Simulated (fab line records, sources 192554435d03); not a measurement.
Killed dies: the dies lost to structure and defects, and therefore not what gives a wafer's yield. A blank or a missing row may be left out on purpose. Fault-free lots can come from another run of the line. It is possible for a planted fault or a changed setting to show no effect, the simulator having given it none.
The tool behind it: which one? / flow n5_finfet / 10 lots with 26 wafers sampled at 6 steps, on a route of 1938 steps

== WHAT THE GAUGES SHOWED, per wafer ==
N5_FIN_CUT_CD_MEAS_08: the cd target is 29.1 nm.
lot=L234; measured=day 2 02:17; on=cd_sem-01; cd_nm (nm)=29.48 29.22
lot=L241; measured=day 4 00:58; on=cd_sem-02; cd_nm (nm)=28.61 29.01
lot=L242; measured=day 4 05:50; on=cd_sem-01; cd_nm (nm)=29.13 28.85 28.79
lot=L243; measured=day 4 12:39; on=cd_sem-02; cd_nm (nm)=28.92 29.27 28.82
lot=L248; measured=day 5 15:48; on=cd_sem-03; cd_nm (nm)=29.41 29.41 29.30
lot=L250; measured=day 6 02:58; on=cd_sem-01; cd_nm (nm)=29.10 29.37 29.72
lot=L254; measured=day 7 04:42; on=cd_sem-02; cd_nm (nm)=28.79 28.90
lot=L255; measured=day 7 09:53; on=cd_sem-03; cd_nm (nm)=29.06 29.40
lot=L256; measured=day 7 17:37; on=cd_sem-01; cd_nm (nm)=29.35 29.00 28.76
lot=L257; measured=day 7 23:07; on=cd_sem-03; cd_nm (nm)=28.91 28.83 28.64

N5_FIN_CUT_INSPECT_17: inspects for defects (brightfield).
lot=L234; measured=day 2 03:26; on=defect_inspect-02; raw_defect_count=250 244
lot=L241; measured=day 4 02:00; on=defect_inspect-02; raw_defect_count=259 218
lot=L242; measured=day 4 07:04; on=defect_inspect-02; raw_defect_count=1165 1099 1041
lot=L243; measured=day 4 13:52; on=defect_inspect-01; raw_defect_count=1114 1116 1208
lot=L248; measured=day 5 16:50; on=defect_inspect-01; raw_defect_count=131 151 126
lot=L250; measured=day 6 04:08; on=defect_inspect-01; raw_defect_count=172 234 239
lot=L254; measured=day 7 05:44; on=defect_inspect-01; raw_defect_count=383 214
lot=L255; measured=day 7 11:00; on=defect_inspect-01; raw_defect_count=174 173
lot=L256; measured=day 7 19:37; on=defect_inspect-01; raw_defect_count=177 214 202
lot=L257; measured=day 8 00:43; on=defect_inspect-01; raw_defect_count=303 276 306

N5_BEOL_M4_RC_MEAS_101.
lot=L234; measured=day 8 06:41; on=prober-02; DIBL_N (mV/V)=33.8 35.4; DIBL_P (mV/V)=32.5 34.2; IOFF_N (nA/um)=0.13 0.16; IOFF_P (nA/um)=0.16 0.19; ION_N (uA/um)=686 688; ION_P (uA/um)=465 467; SS_N (mV/dec)=70.7 70.9; SS_P (mV/dec)=72.0 72.9; VT_N (mV)=250 248; VT_P (mV)=-256 -251
lot=L241; measured=day 9 19:35; on=prober-02; DIBL_N (mV/V)=36.6 37.7; DIBL_P (mV/V)=36.2 38.9; IOFF_N (nA/um)=0.16 0.19; IOFF_P (nA/um)=0.20 0.23; ION_N (uA/um)=669 682; ION_P (uA/um)=458 459; SS_N (mV/dec)=71.7 72.2; SS_P (mV/dec)=73.7 74.6; VT_N (mV)=254 249; VT_P (mV)=-252 -250
lot=L242; measured=day 10 07:07; on=prober-01; DIBL_N (mV/V)=37.9 35.0 33.5; DIBL_P (mV/V)=38.6 35.5 32.4; IOFF_N (nA/um)=0.19 0.13 0.11; IOFF_P (nA/um)=0.26 0.21 0.16; ION_N (uA/um)=698 662 665; ION_P (uA/um)=482 464 462; SS_N (mV/dec)=71.6 71.4 70.4; SS_P (mV/dec)=73.8 72.8 72.3; VT_N (mV)=248 252 254; VT_P (mV)=-246 -251 -249
lot=L243; measured=day 10 21:11; on=prober-02; DIBL_N (mV/V)=37.7 32.6 39.5; DIBL_P (mV/V)=37.3 31.9 40.4; IOFF_N (nA/um)=0.18 0.10 0.22; IOFF_P (nA/um)=0.23 0.16 0.28; ION_N (uA/um)=680 664 678; ION_P (uA/um)=463 460 464; SS_N (mV/dec)=72.4 69.9 71.7; SS_P (mV/dec)=73.0 72.2 74.3; VT_N (mV)=249 255 247; VT_P (mV)=-248 -253 -247
lot=L248; measured=day 12 09:41; on=prober-01; DIBL_N (mV/V)=35.5 37.2 35.6; DIBL_P (mV/V)=36.9 38.5 36.7; IOFF_N (nA/um)=0.16 0.21 0.18; IOFF_P (nA/um)=0.21 0.24 0.21; ION_N (uA/um)=669 691 686; ION_P (uA/um)=459 468 466; SS_N (mV/dec)=71.9 72.1 72.0; SS_P (mV/dec)=73.2 73.8 73.7; VT_N (mV)=247 243 245; VT_P (mV)=-250 -247 -252
lot=L250; measured=day 12 12:25; on=prober-01; DIBL_N (mV/V)=39.1 35.7 38.9; DIBL_P (mV/V)=38.1 34.2 39.0; IOFF_N (nA/um)=0.18 0.13 0.19; IOFF_P (nA/um)=0.22 0.16 0.24; ION_N (uA/um)=672 657 678; ION_P (uA/um)=461 449 456; SS_N (mV/dec)=72.0 71.8 72.1; SS_P (mV/dec)=73.4 73.1 74.0; VT_N (mV)=249 252 247; VT_P (mV)=-253 -256 -252
lot=L254; measured=day 13 15:29; on=prober-01; DIBL_N (mV/V)=36.5 38.7; DIBL_P (mV/V)=37.7 38.0; IOFF_N (nA/um)=0.16 0.18; IOFF_P (nA/um)=0.24 0.24; ION_N (uA/um)=677 679; ION_P (uA/um)=474 467; SS_N (mV/dec)=70.9 71.6; SS_P (mV/dec)=74.4 74.2; VT_N (mV)=250 252; VT_P (mV)=-249 -249
lot=L255; measured=day 13 17:52; on=prober-01; DIBL_N (mV/V)=37.1 35.2; DIBL_P (mV/V)=39.2 37.6; IOFF_N (nA/um)=0.20 0.16; IOFF_P (nA/um)=0.25 0.22; ION_N (uA/um)=700 675; ION_P (uA/um)=481 461; SS_N (mV/dec)=71.7 71.9; SS_P (mV/dec)=74.1 73.6; VT_N (mV)=246 248; VT_P (mV)=-247 -251
lot=L256; measured=day 14 04:28; on=prober-02; DIBL_N (mV/V)=33.7 33.2 38.4; DIBL_P (mV/V)=32.3 31.3 37.8; IOFF_N (nA/um)=0.11 0.10 0.18; IOFF_P (nA/um)=0.14 0.14 0.21; ION_N (uA/um)=653 664 669; ION_P (uA/um)=450 453 455; SS_N (mV/dec)=69.8 70.4 71.6; SS_P (mV/dec)=71.8 71.6 73.5; VT_N (mV)=254 256 249; VT_P (mV)=-255 -258 -254
lot=L257; measured=day 14 01:08; on=prober-01; DIBL_N (mV/V)=35.8 40.4 31.0; DIBL_P (mV/V)=38.1 42.0 31.3; IOFF_N (nA/um)=0.15 0.26 0.08; IOFF_P (nA/um)=0.23 0.31 0.13; ION_N (uA/um)=661 701 647; ION_P (uA/um)=461 482 449; SS_N (mV/dec)=70.6 72.5 69.6; SS_P (mV/dec)=74.0 75.7 71.7; VT_N (mV)=250 242 260; VT_P (mV)=-250 -245 -255

== EACH LOT AND THE TOOL THAT RAN IT (in order: tool; ch and the chambers of the sampled wafers; start) ==
lot=L234; N5_FIN_CUT_CUT_ETCH_26=rie_diel-05 ch 1,2, day 2 02:50; N5_FIN_CUT_PRECLEAN_35=vapor_etch-02 ch 0,1, day 2 02:58; N5_STI_FIN_REVEAL_ALD_00=ald_sin-03 ch 0,3, day 2 03:29
lot=L241; N5_FIN_CUT_CUT_ETCH_26=rie_diel-03 ch 2,3, day 4 01:31; N5_FIN_CUT_PRECLEAN_35=vapor_etch-02 ch 0,1, day 4 01:38; N5_STI_FIN_REVEAL_ALD_00=ald_sin-02 ch 1,3, day 4 02:02
lot=L242; N5_FIN_CUT_CUT_ETCH_26=rie_diel-03 ch 1,2,3, day 4 06:36; N5_FIN_CUT_PRECLEAN_35=vapor_etch-01 ch 0,1, day 4 06:43; N5_STI_FIN_REVEAL_ALD_00=ald_sin-02 ch 1,2,3, day 4 07:07
lot=L243; N5_FIN_CUT_CUT_ETCH_26=rie_diel-03 ch 0,2, day 4 13:19; N5_FIN_CUT_PRECLEAN_35=vapor_etch-02 ch 0,1, day 4 13:26; N5_STI_FIN_REVEAL_ALD_00=ald_sin-02 ch 0,1,2, day 4 13:54
lot=L248; N5_FIN_CUT_CUT_ETCH_26=rie_diel-05 ch 0,2, day 5 16:22; N5_FIN_CUT_PRECLEAN_35=vapor_etch-01 ch 0,1, day 5 16:28; N5_STI_FIN_REVEAL_ALD_00=ald_sin-02 ch 0,1, day 5 17:11
lot=L250; N5_FIN_CUT_CUT_ETCH_26=rie_diel-05 ch 0,3, day 6 03:32; N5_FIN_CUT_PRECLEAN_35=vapor_etch-02 ch 0,1, day 6 03:40; N5_STI_FIN_REVEAL_ALD_00=ald_sin-03 ch 0,1,3, day 6 04:34
lot=L254; N5_FIN_CUT_CUT_ETCH_26=rie_diel-04 ch 0,2, day 7 05:16; N5_FIN_CUT_PRECLEAN_35=vapor_etch-01 ch 0, day 7 05:22; N5_STI_FIN_REVEAL_ALD_00=ald_sin-02 ch 0,2, day 7 05:46
lot=L255; N5_FIN_CUT_CUT_ETCH_26=rie_diel-03 ch 1,3, day 7 10:31; N5_FIN_CUT_PRECLEAN_35=vapor_etch-02 ch 0,1, day 7 10:38; N5_STI_FIN_REVEAL_ALD_00=ald_sin-03 ch 0,2, day 7 11:24
lot=L256; N5_FIN_CUT_CUT_ETCH_26=rie_diel-03 ch 0,1,3, day 7 18:10; N5_FIN_CUT_PRECLEAN_35=vapor_etch-02 ch 0,1, day 7 19:15; N5_STI_FIN_REVEAL_ALD_00=ald_sin-02 ch 1,3, day 7 20:04
lot=L257; N5_FIN_CUT_CUT_ETCH_26=rie_diel-04 ch 0,1,2, day 8 00:13; N5_FIN_CUT_PRECLEAN_35=vapor_etch-01 ch 0,1, day 8 00:20; N5_STI_FIN_REVEAL_ALD_00=ald_sin-03 ch 0,2, day 8 00:46
- N5_FIN_CUT_CUT_ETCH_26: etches SiNx in CH3F/O2, target depth 39 nm, time 55.7 s.
- N5_FIN_CUT_PRECLEAN_35: cleans in vHF, time 13.3 s.
- N5_STI_FIN_REVEAL_ALD_00: deposits SiO2, target thk 1 nm, pulse time 1 s.

== AS READ BY THE TOOLS THEMSELVES (means over the sampled wafers that have a number; for cases with no such wafer, the mark the record gives instead) ==
N5_FIN_CUT_CUT_ETCH_26.
lot=L234; tool=rie_diel-05; O2_flow_sccm (sccm)=20.01; drypump_motor_current_A (A)=5.8; mfc_ar_sccm (sccm)=150.4; oes_f_703_au (a.u.)=0.72; oes_product_au (a.u.)=0.73; rf_vpp_V (V)=308; showerhead_plenum_p_Torr (Torr)=2.08; throttle_valve_pct (%)=16.58
lot=L241; tool=rie_diel-03; O2_flow_sccm (sccm)=20.00; drypump_motor_current_A (A)=5.5; mfc_ar_sccm (sccm)=150.2; oes_f_703_au (a.u.)=0.79; oes_product_au (a.u.)=0.81; rf_vpp_V (V)=296; showerhead_plenum_p_Torr (Torr)=2.06; throttle_valve_pct (%)=16.30
lot=L242; tool=rie_diel-03; O2_flow_sccm (sccm)=20.00; drypump_motor_current_A (A)=5.4; mfc_ar_sccm (sccm)=150.1; oes_f_703_au (a.u.)=0.81; oes_product_au (a.u.)=0.83; rf_vpp_V (V)=302; showerhead_plenum_p_Torr (Torr)=2.08; throttle_valve_pct (%)=16.26
lot=L243; tool=rie_diel-03; O2_flow_sccm (sccm)=20.05; drypump_motor_current_A (A)=5.8; mfc_ar_sccm (sccm)=149.9; oes_f_703_au (a.u.)=0.83; oes_product_au (a.u.)=0.84; rf_vpp_V (V)=299; showerhead_plenum_p_Torr (Torr)=2.07; throttle_valve_pct (%)=16.26
lot=L248; tool=rie_diel-05; O2_flow_sccm (sccm)=19.98; drypump_motor_current_A (A)=5.2; mfc_ar_sccm (sccm)=150.1; oes_f_703_au (a.u.)=0.72; oes_product_au (a.u.)=0.73; rf_vpp_V (V)=302; showerhead_plenum_p_Torr (Torr)=2.09; throttle_valve_pct (%)=16.43
lot=L250; tool=rie_diel-05; O2_flow_sccm (sccm)=20.01; drypump_motor_current_A (A)=5.4; mfc_ar_sccm (sccm)=149.9; oes_f_703_au (a.u.)=0.79; oes_product_au (a.u.)=0.80; rf_vpp_V (V)=294; showerhead_plenum_p_Torr (Torr)=2.08; throttle_valve_pct (%)=16.15
lot=L254; tool=rie_diel-04; O2_flow_sccm (sccm)=20.05; drypump_motor_current_A (A)=5.9; mfc_ar_sccm (sccm)=149.5; oes_f_703_au (a.u.)=0.89; oes_product_au (a.u.)=0.83; rf_vpp_V (V)=280; showerhead_plenum_p_Torr (Torr)=2.02; throttle_valve_pct (%)=16.02
lot=L255; tool=rie_diel-03; O2_flow_sccm (sccm)=19.96; drypump_motor_current_A (A)=5.2; mfc_ar_sccm (sccm)=149.8; oes_f_703_au (a.u.)=0.74; oes_product_au (a.u.)=0.76; rf_vpp_V (V)=303; showerhead_plenum_p_Torr (Torr)=2.05; throttle_valve_pct (%)=16.44
lot=L256; tool=rie_diel-03; O2_flow_sccm (sccm)=19.95; drypump_motor_current_A (A)=5.6; mfc_ar_sccm (sccm)=150.3; oes_f_703_au (a.u.)=0.81; oes_product_au (a.u.)=0.82; rf_vpp_V (V)=302; showerhead_plenum_p_Torr (Torr)=2.02; throttle_valve_pct (%)=16.38
lot=L257; tool=rie_diel-04; O2_flow_sccm (sccm)=20.01; drypump_motor_current_A (A)=6.0; mfc_ar_sccm (sccm)=149.6; oes_f_703_au (a.u.)=0.85; oes_product_au (a.u.)=0.85; rf_vpp_V (V)=287; showerhead_plenum_p_Torr (Torr)=2.05; throttle_valve_pct (%)=16.15

N5_FIN_CUT_PRECLEAN_35.
lot=L234; tool=vapor_etch-02; drypump_motor_current_A (A)=6.2
lot=L241; tool=vapor_etch-02; drypump_motor_current_A (A)=6.2
lot=L242; tool=vapor_etch-01; drypump_motor_current_A (A)=5.5
lot=L243; tool=vapor_etch-02; drypump_motor_current_A (A)=6.1
lot=L248; tool=vapor_etch-01; drypump_motor_current_A (A)=5.7
lot=L250; tool=vapor_etch-02; drypump_motor_current_A (A)=6.2
lot=L254; tool=vapor_etch-01; drypump_motor_current_A (A)=6.0
lot=L255; tool=vapor_etch-02; drypump_motor_current_A (A)=6.2
lot=L256; tool=vapor_etch-02; drypump_motor_current_A (A)=6.2
lot=L257; tool=vapor_etch-01; drypump_motor_current_A (A)=5.7

N5_STI_FIN_REVEAL_ALD_00.
lot=L234; tool=ald_sin-03; heater_power_w (W)=523; precursor_pulse_height_rel=0.998; susceptor_temp_C (C)=299.94
lot=L241; tool=ald_sin-02; heater_power_w (W)=468; precursor_pulse_height_rel=1.010; susceptor_temp_C (C)=300.00
lot=L242; tool=ald_sin-02; heater_power_w (W)=464; precursor_pulse_height_rel=1.028; susceptor_temp_C (C)=300.05
lot=L243; tool=ald_sin-02; heater_power_w (W)=446; precursor_pulse_height_rel=1.005; susceptor_temp_C (C)=300.01
lot=L248; tool=ald_sin-02; heater_power_w (W)=448; precursor_pulse_height_rel=1.002; susceptor_temp_C (C)=300.13
lot=L250; tool=ald_sin-03; heater_power_w (W)=496; precursor_pulse_height_rel=1.013; susceptor_temp_C (C)=300.10
lot=L254; tool=ald_sin-02; heater_power_w (W)=437; precursor_pulse_height_rel=1.039; susceptor_temp_C (C)=299.81
lot=L255; tool=ald_sin-03; heater_power_w (W)=466; precursor_pulse_height_rel=1.018; susceptor_temp_C (C)=300.22
lot=L256; tool=ald_sin-02; heater_power_w (W)=479; precursor_pulse_height_rel=0.985; susceptor_temp_C (C)=300.10
lot=L257; tool=ald_sin-03; heater_power_w (W)=460; precursor_pulse_height_rel=1.024; susceptor_temp_C (C)=300.13

== THE ANSWER, worked out from the rows above alone ==
Rule: what is usual is taken from the lots themselves. The widest of any qualifying gaps counts: lots, ordered by their means at a reading, are off when they make up no more than a third of the lots, leave a main group of 4 or more, and stand apart from it by 3 or more times the standard deviation of that group's means. If all means in a main group match to the digits the tables above print for the reading, that group is not used. Also off: a lot with no number at a reading for which 4 or more lots have one. Where the step has rows for the other lots, those lots are counted as sound. After the gauges, taken in route order, come the tools' own readings; for these a lot's mean is taken, as printed above. The first step at which some lot is off is used, and at that step the reading that is off furthest; a lot without a number counts as furthest.
Off: L242, L243 (N5_FIN_CUT_INSPECT_17, raw_defect_count). The main group: mean 225, standard deviation 53.
If a tool, at a process step before that reading, ran all the lots that are off and no sound lot after the first of them, it fits. The gauges at N5_FIN_CUT_INSPECT_17 are tried like those tools. None of those tried fits.

== WHAT HAD BEEN PUT IN BY THE SIMULATOR ==
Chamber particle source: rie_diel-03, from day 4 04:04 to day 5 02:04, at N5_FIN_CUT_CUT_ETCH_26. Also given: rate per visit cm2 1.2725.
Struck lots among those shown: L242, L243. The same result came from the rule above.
